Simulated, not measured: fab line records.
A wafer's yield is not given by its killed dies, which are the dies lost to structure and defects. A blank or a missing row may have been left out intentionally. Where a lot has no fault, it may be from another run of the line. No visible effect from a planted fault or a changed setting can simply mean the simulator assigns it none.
fab line records	flow n5-finfet	part 1 of 2: steps 1 to 3 of 6
record lots=22	wafers=66	last-day=18
route steps=1938 shown BEOL_M5@1132
lots that met no fault: from a run of the same line without faults
start-h: start of the lot's first displayed wafer, in hours after the record's first day	wait-h: hours from the lot's prior step to this one	" unchanged from the row above	L1.1+2: one row covering several wafers at once	- no value present, or no start provided	* or withheld: withheld	< > ~ a bound
route shown NAME@n: names a module that has steps shown in the file, with the first one's number in the route	usual: the fault-free wafers' mean and standard deviation	same: alike in all rows	chamber/n: place in a boat	sites: per-site readings	_std_site: the standard deviation of these	_edge_site: inner sites' mean taken away from outer sites' mean	radius-mm: how far each site lies from the wafer's centre	mask NAME#n: copy n	behind: the most recent tool/chamber to have shaped the wafer	hold: why the lot went on hold/how many hours it stayed there/how the hold came to an end	device: whichever transistor did not switch (one of n, p or np)	end of line: at the end of the route, the tests of the same wafers	a step with no rows: only its recipe	killed: dies that structure and defects cost at the first sort, which is not the same as the wafer's yield	map: a wafer's dies, x killed, . not, _ none there
set.NAME: the setting as run; set.NAME@STEP: as run at that earlier step	model.NAME: the simulator's own value behind a step, which no gauge read
a sample of lots followed through the steps of the route, with each step as a table and each wafer as a row
services: when a tool's chamber went out of use (start-h, in hours from the record's first day, below 0 if earlier), for how many hours, and the reason
## steps
# step N5_BEOL_M5_ETCH_62
# recipe chemistry=N2/H2	target=SOC	target-depth-a=750	overetch-a=150	mask-material=SiARC	temp-c=40	time-s=112.5	ion-energy-ev=200	pressure-mtorr=30	source-w=840	bias-w=150	n2-flow-sccm=200	h2-flow-sccm=200
# usual drypump-motor-current-A=5.8/0.45	oes-product-au=0.62/0.067	rf-fwd-power-W=836.8/2.5	rf-vpp-V=522.5/2.6	showerhead-plenum-p-Torr=2.49/0.085	temp-c=39.99/0.11	throttle-valve-pct=17.77/0.28
lot.wafer	tool	chamber	start-h	wait-h	drypump-motor-current-A	oes-product-au	rf-fwd-power-W	rf-hours-counter-h	rf-vpp-V	showerhead-plenum-p-Torr	temp-c	throttle-valve-pct
L074.1	rie-diel-02	3	165.11	0.0	6.2	0.55	837.1	255	525.0	2.61	40.03	17.80
L074.4	"	0	"	"	5.7	0.60	833.7	-	523.7	2.55	39.79	18.06
L074.5	"	1	"	"	5.7	0.61	833.4	-	518.8	2.35	39.84	17.36
L075.2	rie-diel-04	3	171.61	0.0	5.9	0.58	834.3	210	523.0	2.51	40.04	18.04
L075.4	"	0	"	"	5.6	0.56	839.3	199	524.6	2.52	39.87	18.08
L075.6	"	1	"	"	6.1	0.61	835.9	-	527.1	2.65	39.95	17.75
L076.1	rie-diel-04	0	181.83	0.0	5.6	0.56	838.0	202	524.3	2.52	40.06	18.09
L076.2	"	1	"	"	6.1	0.61	838.8	158	527.2	2.65	39.95	17.73
L076.4	"	3	"	"	5.9	0.57	836.2	214	523.7	2.51	40.04	18.03
L077.1	rie-diel-03	3	183.59	0.0	6.2	0.63	833.6	106	521.7	2.46	39.92	17.79
L077.2	"	2	"	"	6.2	0.58	836.4	166	520.6	2.44	40.09	17.92
L077.5	"	3	"	"	6.2	0.63	835.6	-	520.3	2.45	39.97	17.82
L078.2	rie-diel-04	3	193.46	0.0	5.8	0.57	834.3	218	524.8	2.51	39.99	18.05
L078.4	"	1	"	"	6.1	0.60	841.4	-	526.1	2.65	40.03	17.76
L078.6	"	0	"	"	5.6	0.55	836.8	-	523.9	2.52	39.96	18.10
L079.3	rie-diel-04	3	196.69	0.0	5.8	0.57	839.3	220	523.7	2.51	40.15	18.06
L079.4	"	1	"	"	6.1	0.60	837.1	-	528.9	2.65	39.96	17.75
L079.6	"	0	"	"	5.6	0.55	844.1	-	523.3	2.52	39.95	18.10
L080.3	rie-diel-02	0	203.02	0.0	5.7	0.59	839.1	154	522.5	2.54	40.04	18.08
L080.5	"	1	"	"	5.7	0.60	837.1	-	519.3	2.34	40.03	17.35
L080.6	"	2	"	"	5.2	0.74	832.9	-	522.1	2.49	39.87	17.21
L081.2	rie-diel-02	1	212.22	0.0	5.7	0.59	840.3	147	516.8	2.34	39.98	17.37
L081.3	"	0	"	"	5.7	0.59	839.8	157	524.3	2.54	39.85	18.09
L081.4	"	2	"	"	5.1	0.73	839.7	10	522.3	2.49	40.14	17.22
L082.2	rie-diel-03	1	220.68	0.0	4.7	0.77	837.3	7	525.5	2.59	40.08	17.44
L082.4	"	2	"	"	6.2	0.58	835.5	177	520.6	2.43	40.24	17.93
L082.6	"	2	"	"	6.2	0.58	837.7	-	521.2	2.43	40.12	17.94
L083.1	rie-diel-03	0	221.74	0.0	6.1	0.59	837.2	190	521.3	2.42	40.02	17.84
L083.2	"	1	"	"	4.7	0.76	839.5	8	526.2	2.59	40.01	17.45
L083.3	"	2	"	"	6.2	0.58	838.1	178	520.3	2.43	39.90	17.94
L084.2	rie-diel-03	1	230.99	0.0	4.7	0.74	837.1	11	526.8	2.59	40.00	17.48
L084.4	"	2	"	"	6.2	0.57	842.2	181	519.9	2.43	40.01	17.95
L084.5	"	0	"	"	6.1	0.59	838.1	-	520.5	2.42	40.16	17.85
L085.1	rie-diel-02	1	240.45	0.0	5.7	0.59	831.3	155	516.9	2.34	39.82	17.41
L085.3	"	2	"	"	5.2	0.71	836.9	18	522.7	2.48	39.86	17.23
L085.5	"	0	"	"	5.7	0.57	835.9	-	524.2	2.54	40.03	18.10
L086.2	rie-diel-02	3	242.36	0.0	6.3	0.72	839.5	15	524.6	2.60	39.92	17.40
L086.3	"	1	"	"	5.7	0.59	834.6	155	517.7	2.34	40.13	17.40
L086.6	"	0	"	"	5.7	0.58	837.8	-	524.2	2.54	40.18	18.09
L087.1	rie-diel-04	1	244.61	0.0	6.1	0.59	837.4	179	527.4	2.64	40.20	17.79
L087.3	"	2	"	"	5.7	0.74	837.2	13	521.6	2.49	40.09	17.63
L087.6	"	3	"	"	5.8	0.56	833.3	-	522.7	2.50	40.03	18.08
L089.1	rie-diel-03	3	258.98	0.0	6.2	0.62	838.6	128	521.4	2.45	39.93	17.84
L089.5	"	1	"	"	4.7	0.74	838.2	-	525.0	2.59	39.75	17.49
L089.6	"	0	"	"	6.1	0.58	834.0	-	520.0	2.42	40.05	17.87
L090.1	rie-diel-03	0	264.08	0.0	6.1	0.58	831.7	202	519.8	2.41	39.95	17.87
L090.3	"	3	"	"	6.2	0.61	832.5	130	520.8	2.45	40.11	17.84
L090.4	"	2	"	"	6.2	0.56	836.0	191	521.6	2.43	39.94	17.96
L091.2	rie-diel-04	1	282.01	0.0	6.1	0.58	837.7	192	527.1	2.64	40.14	17.81
L091.5	"	3	"	"	5.8	0.55	835.8	-	523.1	2.50	39.78	18.10
L091.6	"	2	"	"	5.7	0.71	834.9	-	520.5	2.48	39.99	17.66
L092.1	rie-diel-04	1	284.75	0.0	6.1	0.58	836.6	194	525.1	2.64	39.90	17.80
L092.2	"	2	"	"	5.7	0.71	840.5	27	522.5	2.48	39.88	17.67
L092.4	"	3	"	"	5.9	0.55	838.0	245	522.1	2.50	40.01	18.10
L094.1	rie-diel-03	2	285.83	0.0	6.2	0.55	841.0	201	520.4	2.42	40.05	17.96
L094.5	"	0	"	"	6.1	0.58	831.8	-	520.2	2.41	40.01	17.88
L094.6	"	1	"	"	4.7	0.71	839.9	-	524.3	2.58	39.96	17.50
L095.3	rie-diel-02	1	290.63	0.0	5.7	0.58	836.1	167	517.8	2.33	40.03	17.40
L095.4	"	0	"	"	5.7	0.57	834.8	176	523.5	2.53	40.02	18.11
L095.6	"	2	"	"	5.1	0.69	836.4	-	523.2	2.48	40.01	17.26
L096.1	rie-diel-03	2	312.02	0.0	6.2	0.56	837.0	208	520.0	2.42	40.00	18.00
L096.4	"	1	"	"	4.7	0.70	836.5	38	525.8	2.58	40.01	17.51
L096.5	"	2	"	"	6.2	0.57	839.3	-	520.2	2.42	39.86	17.99
L097.1	rie-diel-03	1	323.06	0.0	4.7	0.69	835.5	42	525.3	2.58	39.95	17.50
L097.3	"	2	"	"	6.2	0.56	836.6	212	521.1	2.42	39.98	18.01
L097.5	"	1	"	"	4.7	0.69	840.1	-	524.6	2.58	39.78	17.54
# step N5_BEOL_M5_OVL_MEAS_29
# recipe points-per-wafer=522
# usual V4_OVL=-0.2/0.72
lot.wafer	tool	chamber	start-h	wait-h	V4_OVL[nm]
L074.1	overlay-02	0	165.80	0.0	-0.8
L074.4	"	0	"	"	-0.2
L074.5	"	0	"	"	-0.8
L075.2	overlay-01	0	172.47	0.0	0.0
L075.4	"	0	"	"	0.3
L075.6	"	0	"	"	-0.2
L076.1	overlay-01	0	183.44	0.0	-0.1
L076.2	"	0	"	"	-0.4
L076.4	"	0	"	"	0.0
L077.1	overlay-01	0	184.28	0.0	0.3
L077.2	"	0	"	"	0.3
L077.5	"	0	"	"	-0.4
L078.2	overlay-02	0	194.56	0.0	-0.5
L078.4	"	0	"	"	-0.6
L078.6	"	0	"	"	0.2
L079.3	overlay-01	0	197.39	0.0	0.1
L079.4	"	0	"	"	-0.8
L079.6	"	0	"	"	-0.1
L080.3	overlay-02	0	203.72	0.0	0.2
L080.5	"	0	"	"	0.3
L080.6	"	0	"	"	-1.2
L081.2	overlay-02	0	213.39	0.0	-1.3
L081.3	"	0	"	"	-0.8
L081.4	"	0	"	"	-1.0
L082.2	overlay-02	0	221.51	0.0	-0.6
L082.4	"	0	"	"	-0.3
L082.6	"	0	"	"	-0.8
L083.1	overlay-02	0	222.48	0.0	0.0
L083.2	"	0	"	"	-0.3
L083.3	"	0	"	"	0.1
L084.2	overlay-01	0	231.98	0.0	1.0
L084.4	"	0	"	"	0.9
L084.5	"	0	"	"	0.8
L085.1	overlay-02	0	241.16	0.0	2.1
L085.3	"	0	"	"	1.4
L085.5	"	0	"	"	2.2
L086.2	overlay-02	0	243.07	0.0	-0.2
L086.3	"	0	"	"	-0.7
L086.6	"	0	"	"	-0.3
L087.1	overlay-01	0	246.80	0.0	-0.2
L087.3	"	0	"	"	-0.2
L087.6	"	0	"	"	-0.8
L089.1	overlay-02	0	259.67	0.0	-0.3
L089.5	"	0	"	"	-0.9
L089.6	"	0	"	"	-0.4
L090.1	overlay-02	0	265.41	0.0	1.0
L090.3	"	0	"	"	-0.6
L090.4	"	0	"	"	-0.2
L091.2	overlay-02	0	283.00	0.0	0.2
L091.5	"	0	"	"	-0.3
L091.6	"	0	"	"	-0.3
L092.1	overlay-01	0	285.68	0.0	-1.4
L092.2	"	0	"	"	-0.5
L092.4	"	0	"	"	-0.5
L094.1	overlay-02	0	291.21	0.1	-0.2
L094.5	"	0	"	"	0.1
L094.6	"	0	"	"	0.6
L095.3	overlay-01	0	291.92	0.0	0.0
L095.4	"	0	"	"	-0.7
L095.6	"	0	"	"	-0.3
L096.1	overlay-01	0	313.71	0.0	-0.5
L096.4	"	0	"	"	-0.1
L096.5	"	0	"	"	-0.4
L097.1	overlay-01	0	323.99	0.0	-0.4
L097.3	"	0	"	"	-0.6
L097.5	"	0	"	"	-1.0
# step N5_BEOL_M5_ETCH_75
# recipe chemistry=N2/H2	target=underlayer	target-depth-a=65	mask-material=CAR-EUV	time-s=5.2	ion-energy-ev=200	pressure-mtorr=30	source-w=840	bias-w=150	n2-flow-sccm=200	h2-flow-sccm=200	ends=cleared
# usual drypump-motor-current-A=5.8/0.43	etch-rf-on-time-s=5.18/0.1	oes-product-au=0.67/0.082	rf-fwd-power-W=819.8/2.8	rf-vpp-V=522.6/2.9	showerhead-plenum-p-Torr=2.50/0.084	throttle-valve-pct=17.8/0.3
lot.wafer	tool	chamber	start-h	wait-h	drypump-motor-current-A	etch-rf-on-time-s	oes-product-au	rf-fwd-power-W	rf-hours-counter-h	rf-vpp-V	showerhead-plenum-p-Torr	throttle-valve-pct
L074.1	rie-diel-02	0	165.93	0.0	5.7	5.29	0.63	814.6	140	523.0	2.55	18.1
L074.4	"	0	"	"	5.7	5.31	0.64	815.6	-	525.8	2.55	18.1
L074.5	"	1	"	"	5.7	5.21	0.65	823.1	-	516.2	2.35	17.4
L075.2	rie-diel-04	3	172.72	0.0	5.8	5.18	0.62	820.2	211	523.4	2.51	18.1
L075.4	"	1	"	"	6.1	5.14	0.65	820.9	156	529.8	2.65	17.8
L075.6	"	0	"	"	5.6	5.26	0.59	820.4	-	523.9	2.52	18.1
L076.1	rie-diel-04	1	183.56	0.0	6.1	5.18	0.65	818.2	158	526.1	2.65	17.8
L076.2	"	0	"	"	5.6	5.19	0.59	815.8	202	523.4	2.52	18.1
L076.4	"	2	"	"	5.7	5.30	0.56	821.0	250	522.9	2.50	18.1
L077.1	rie-diel-02	0	184.41	0.0	5.7	5.21	0.63	821.7	147	522.8	2.54	18.1
L077.2	"	1	"	"	5.7	5.04	0.65	816.1	138	517.4	2.34	17.4
L077.5	"	0	"	"	5.7	5.24	0.63	822.0	-	523.1	2.54	18.1
L078.2	rie-diel-02	0	194.68	0.0	5.7	5.37	0.62	822.3	151	524.6	2.54	18.1
L078.4	"	2	"	"	5.2	5.06	0.82	820.0	5	523.0	2.49	17.3
L078.6	"	3	"	"	6.3	5.19	0.84	822.5	-	524.4	2.61	17.4
L079.3	rie-diel-02	1	197.51	0.0	5.7	5.07	0.65	823.2	143	516.2	2.34	17.4
L079.4	"	2	"	"	5.1	5.07	0.82	821.2	6	524.6	2.49	17.3
L079.6	"	3	"	"	6.3	5.19	0.81	819.9	-	526.3	2.61	17.4
L080.3	rie-diel-02	3	203.84	0.0	6.3	5.16	0.82	819.9	4	524.3	2.61	17.4
L080.5	"	3	"	"	6.3	5.20	0.82	821.6	-	527.9	2.61	17.4
L080.6	"	0	"	"	5.7	5.29	0.62	816.7	-	523.6	2.54	18.1
L081.2	rie-diel-02	3	213.51	0.0	6.3	5.17	0.80	814.8	7	527.0	2.61	17.4
L081.3	"	1	"	"	5.7	5.05	0.63	821.4	148	519.8	2.34	17.4
L081.4	"	2	"	"	5.2	4.99	0.81	819.0	10	520.7	2.49	17.2
L082.2	rie-diel-04	0	221.72	0.0	5.6	5.19	0.59	814.0	216	523.8	2.51	18.2
L082.4	"	2	"	"	5.7	5.11	0.82	822.8	5	522.3	2.49	17.7
L082.6	"	0	"	"	5.6	5.22	0.59	818.4	-	521.6	2.51	18.1
L083.1	rie-diel-03	1	222.61	0.0	4.7	4.96	0.82	817.8	8	526.1	2.59	17.5
L083.2	"	0	"	"	6.1	5.25	0.63	815.6	190	517.5	2.42	17.9
L083.3	"	2	"	"	6.2	5.17	0.61	821.1	178	520.6	2.43	18.0
L084.2	rie-diel-03	1	232.10	0.0	4.7	4.93	0.83	822.0	11	527.0	2.59	17.5
L084.4	"	0	"	"	6.1	5.25	0.62	820.1	193	522.4	2.42	17.9
L084.5	"	0	"	"	6.1	5.20	0.63	817.8	-	519.7	2.42	17.9
L085.1	rie-diel-04	2	241.29	0.0	5.7	5.10	0.80	826.7	12	523.6	2.49	17.7
L085.3	"	1	"	"	6.1	5.23	0.63	816.4	177	526.6	2.64	17.8
L085.5	"	3	"	"	5.8	5.16	0.60	814.7	-	522.6	2.51	18.1
L086.2	rie-diel-04	1	243.28	0.0	6.1	5.23	0.63	820.5	178	525.2	2.64	17.8
L086.3	"	0	"	"	5.6	5.26	0.57	820.1	223	523.1	2.51	18.2
L086.6	"	2	"	"	5.7	5.16	0.80	816.3	-	522.0	2.49	17.7
L087.1	rie-diel-03	2	247.02	0.0	6.2	5.15	0.61	818.4	186	519.0	2.43	18.0
L087.3	"	0	"	"	6.1	5.24	0.63	821.9	198	522.3	2.42	17.9
L087.6	"	2	"	"	6.2	5.16	0.63	820.0	-	519.7	2.43	18.0
L089.1	rie-diel-03	2	259.86	0.0	6.2	5.25	0.61	821.2	190	519.3	2.43	18.0
L089.5	"	3	"	"	6.2	5.27	0.66	822.5	-	521.5	2.45	17.9
L089.6	"	2	"	"	6.2	5.31	0.61	814.9	-	518.5	2.43	18.0
L090.1	rie-diel-04	2	265.53	0.0	5.7	5.20	0.78	820.9	20	523.0	2.49	17.7
L090.3	"	0	"	"	5.6	5.28	0.57	819.7	230	521.4	2.51	18.2
L090.4	"	1	"	"	6.1	5.21	0.62	823.5	-	527.4	2.64	17.8
L091.2	rie-diel-02	3	284.90	0.0	6.3	5.17	0.76	820.0	24	524.6	2.60	17.5
L091.5	"	2	"	"	5.2	5.03	0.78	820.2	-	522.2	2.48	17.3
L091.6	"	1	"	"	5.7	5.05	0.64	819.5	-	520.0	2.33	17.5
L092.1	rie-diel-03	0	286.09	0.0	6.1	5.26	0.62	821.7	211	520.9	2.41	17.9
L092.2	"	1	"	"	4.7	5.01	0.79	818.8	31	523.5	2.58	17.5
L092.4	"	2	"	"	6.2	5.20	0.60	822.3	201	521.7	2.42	18.0
L094.1	rie-diel-02	3	291.33	0.0	6.3	5.14	0.76	823.8	27	525.5	2.60	17.4
L094.5	"	2	"	"	5.2	5.09	0.75	820.3	-	520.7	2.48	17.3
L094.6	"	3	"	"	6.3	5.18	0.76	820.4	-	523.4	2.60	17.5
L095.3	rie-diel-02	2	292.03	0.0	5.2	5.13	0.75	821.4	31	521.1	2.48	17.3
L095.4	"	3	"	"	6.3	5.24	0.75	819.3	27	524.3	2.60	17.5
L095.6	"	1	"	"	5.7	5.19	0.64	818.9	-	516.4	2.33	17.5
L096.1	rie-diel-02	0	314.30	0.0	5.7	5.36	0.59	818.7	183	522.9	2.53	18.1
L096.4	"	3	"	"	6.2	5.21	0.74	814.1	-	523.2	2.59	17.5
L096.5	"	2	"	"	5.1	5.15	0.74	819.2	-	519.5	2.47	17.3
L097.1	rie-diel-03	0	324.12	0.0	6.1	5.17	0.62	821.3	223	519.3	2.41	17.9
L097.3	"	2	"	"	6.2	5.18	0.60	816.4	212	519.4	2.42	18.0
L097.5	"	1	"	"	4.7	4.96	0.76	818.0	-	525.8	2.58	17.6
